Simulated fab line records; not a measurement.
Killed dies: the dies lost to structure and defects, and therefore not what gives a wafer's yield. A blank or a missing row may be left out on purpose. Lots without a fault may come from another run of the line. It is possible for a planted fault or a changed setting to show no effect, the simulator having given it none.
Chamber matching :: flow n5-finfet :: N5_BEOL_M1_DEP_57 on pecvd-02 has 3 sister chambers
The step deposits SiCN from 3MS/NH3, target thk 8 nm, time 14 s. 42 wafers are shown with their chamber, then 12 later ones without.

== EACH WAFER AND ITS CHAMBER ==
wafer: L074.3
chamber: 0
throttle-valve-pct (%): 8.9
showerhead-plenum-p-Torr (Torr): 3.656

wafer: L074.4
chamber: 2
throttle-valve-pct (%): 8.0
showerhead-plenum-p-Torr (Torr): 3.662

wafer: L074.5
chamber: 0
throttle-valve-pct (%): 9.1
showerhead-plenum-p-Torr (Torr): 3.656

wafer: L075.2
chamber: 1
throttle-valve-pct (%): 9.5
showerhead-plenum-p-Torr (Torr): 3.670

wafer: L075.3
chamber: 0
throttle-valve-pct (%): 8.9
showerhead-plenum-p-Torr (Torr): 3.672

wafer: L075.5
chamber: 2
throttle-valve-pct (%): 8.2
showerhead-plenum-p-Torr (Torr): 3.661

wafer: L076.1
chamber: 1
throttle-valve-pct (%): 9.3
showerhead-plenum-p-Torr (Torr): 3.672

wafer: L076.2
chamber: 0
throttle-valve-pct (%): 8.6
showerhead-plenum-p-Torr (Torr): 3.655

wafer: L076.3
chamber: 2
throttle-valve-pct (%): 8.2
showerhead-plenum-p-Torr (Torr): 3.665

wafer: L076.4
chamber: 0
throttle-valve-pct (%): 9.0
showerhead-plenum-p-Torr (Torr): 3.652

wafer: L076.5
chamber: 1
throttle-valve-pct (%): 9.3
showerhead-plenum-p-Torr (Torr): 3.681

wafer: L076.6
chamber: 2
throttle-valve-pct (%): 8.1
showerhead-plenum-p-Torr (Torr): 3.658

wafer: L077.1
chamber: 1
throttle-valve-pct (%): 9.2
showerhead-plenum-p-Torr (Torr): 3.675

wafer: L077.2
chamber: 0
throttle-valve-pct (%): 8.8
showerhead-plenum-p-Torr (Torr): 3.659

wafer: L077.3
chamber: 2
throttle-valve-pct (%): 7.8
showerhead-plenum-p-Torr (Torr): 3.655

wafer: L077.4
chamber: 2
throttle-valve-pct (%): 7.9
showerhead-plenum-p-Torr (Torr): 3.667

wafer: L077.5
chamber: 1
throttle-valve-pct (%): 9.5
showerhead-plenum-p-Torr (Torr): 3.677

wafer: L077.6
chamber: 0
throttle-valve-pct (%): 8.8
showerhead-plenum-p-Torr (Torr): 3.657

wafer: L078.1
chamber: 0
throttle-valve-pct (%): 8.9
showerhead-plenum-p-Torr (Torr): 3.663

wafer: L078.2
chamber: 2
throttle-valve-pct (%): 8.0
showerhead-plenum-p-Torr (Torr): 3.663

wafer: L078.3
chamber: 1
throttle-valve-pct (%): 9.5
showerhead-plenum-p-Torr (Torr): 3.676

wafer: L078.4
chamber: 1
throttle-valve-pct (%): 9.5
showerhead-plenum-p-Torr (Torr): 3.680

wafer: L078.5
chamber: 2
throttle-valve-pct (%): 7.8
showerhead-plenum-p-Torr (Torr): 3.661

wafer: L078.6
chamber: 0
throttle-valve-pct (%): 9.0
showerhead-plenum-p-Torr (Torr): 3.658

wafer: L080.2
chamber: 1
throttle-valve-pct (%): 9.3
showerhead-plenum-p-Torr (Torr): 3.679

wafer: L080.4
chamber: 0
throttle-valve-pct (%): 8.9
showerhead-plenum-p-Torr (Torr): 3.646

wafer: L080.5
chamber: 2
throttle-valve-pct (%): 8.0
showerhead-plenum-p-Torr (Torr): 3.665

wafer: L081.1
chamber: 2
throttle-valve-pct (%): 7.8
showerhead-plenum-p-Torr (Torr): 3.656

wafer: L081.2
chamber: 0
throttle-valve-pct (%): 8.7
showerhead-plenum-p-Torr (Torr): 3.655

wafer: L081.3
chamber: 1
throttle-valve-pct (%): 9.4
showerhead-plenum-p-Torr (Torr): 3.682

wafer: L081.4
chamber: 2
throttle-valve-pct (%): 7.8
showerhead-plenum-p-Torr (Torr): 3.674

wafer: L081.5
chamber: 0
throttle-valve-pct (%): 8.6
showerhead-plenum-p-Torr (Torr): 3.660

wafer: L081.6
chamber: 1
throttle-valve-pct (%): 9.4
showerhead-plenum-p-Torr (Torr): 3.674

wafer: L087.1
chamber: 0
throttle-valve-pct (%): 8.7
showerhead-plenum-p-Torr (Torr): 3.654

wafer: L087.2
chamber: 2
throttle-valve-pct (%): 7.7
showerhead-plenum-p-Torr (Torr): 3.663

wafer: L087.3
chamber: 1
throttle-valve-pct (%): 9.3
showerhead-plenum-p-Torr (Torr): 3.679

wafer: L088.1
chamber: 1
throttle-valve-pct (%): 9.4
showerhead-plenum-p-Torr (Torr): 3.670

wafer: L088.3
chamber: 2
throttle-valve-pct (%): 7.9
showerhead-plenum-p-Torr (Torr): 3.653

wafer: L088.4
chamber: 1
throttle-valve-pct (%): 9.4
showerhead-plenum-p-Torr (Torr): 3.687

wafer: L090.1
chamber: 2
throttle-valve-pct (%): 8.0
showerhead-plenum-p-Torr (Torr): 3.664

wafer: L090.2
chamber: 1
throttle-valve-pct (%): 9.3
showerhead-plenum-p-Torr (Torr): 3.682

wafer: L090.3
chamber: 1
throttle-valve-pct (%): 9.3
showerhead-plenum-p-Torr (Torr): 3.670

SIGNATURES (means of the wafers above)
reading: throttle-valve-pct
chamber 0: 8.838
chamber 1: 9.373
chamber 2: 7.943
scatter within a chamber: 0.137

reading: showerhead-plenum-p-Torr
chamber 0: 3.65715
chamber 1: 3.67693
chamber 2: 3.66193
scatter within a chamber: 0.00551
Rule: distance of a wafer from a chamber = root of the sum over the readings of ((wafer's reading minus chamber's mean) / reading's scatter) squared. If the next closest chamber is less than 2 further off than the closest, the wafer can't be placed; otherwise it belongs to the closest. How the scatter is found: for the shown wafers, subtract from each reading the mean of its chamber, square and add these, divide the total by (wafers less chambers), then take the root.

== WAFERS MISSING THEIR CHAMBER ==
wafer: L094.1
throttle-valve-pct (%): 8.8
showerhead-plenum-p-Torr (Torr): 3.655

wafer: L094.2
throttle-valve-pct (%): 9.6
showerhead-plenum-p-Torr (Torr): 3.680

wafer: L094.3
throttle-valve-pct (%): 8.4
showerhead-plenum-p-Torr (Torr): 3.665

wafer: L094.4
throttle-valve-pct (%): 8.9
showerhead-plenum-p-Torr (Torr): 3.657

wafer: L094.5
throttle-valve-pct (%): 8.2
showerhead-plenum-p-Torr (Torr): 3.665

wafer: L094.6
throttle-valve-pct (%): 9.5
showerhead-plenum-p-Torr (Torr): 3.682

wafer: L095.2
throttle-valve-pct (%): 9.3
showerhead-plenum-p-Torr (Torr): 3.670

wafer: L095.4
throttle-valve-pct (%): 8.0
showerhead-plenum-p-Torr (Torr): 3.667

wafer: L095.5
throttle-valve-pct (%): 9.7
showerhead-plenum-p-Torr (Torr): 3.677

wafer: L097.2
throttle-valve-pct (%): 8.7
showerhead-plenum-p-Torr (Torr): 3.664

wafer: L097.3
throttle-valve-pct (%): 9.2
showerhead-plenum-p-Torr (Torr): 3.682

wafer: L097.5
throttle-valve-pct (%): 8.8
showerhead-plenum-p-Torr (Torr): 3.658

== EACH ONE'S CHAMBER ==
wafer: L094.1
from the rows above: 0
in truth: 0

wafer: L094.2
from the rows above: 1
in truth: 1

wafer: L094.3
from the rows above: can't be placed: 2 or 0
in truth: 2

wafer: L094.4
from the rows above: 0
in truth: 0

wafer: L094.5
from the rows above: 2
in truth: 2

wafer: L094.6
from the rows above: 1
in truth: 1

wafer: L095.2
from the rows above: 1
in truth: 1

wafer: L095.4
from the rows above: 2
in truth: 2

wafer: L095.5
from the rows above: 1
in truth: 1

wafer: L097.2
from the rows above: 0
in truth: 0

wafer: L097.3
from the rows above: 1
in truth: 1

wafer: L097.5
from the rows above: 0
in truth: 0
11 of 12 placed correctly. Can't be placed from these rows: 1 (the true chamber is among the candidates in 1). Placed wrongly: 0.
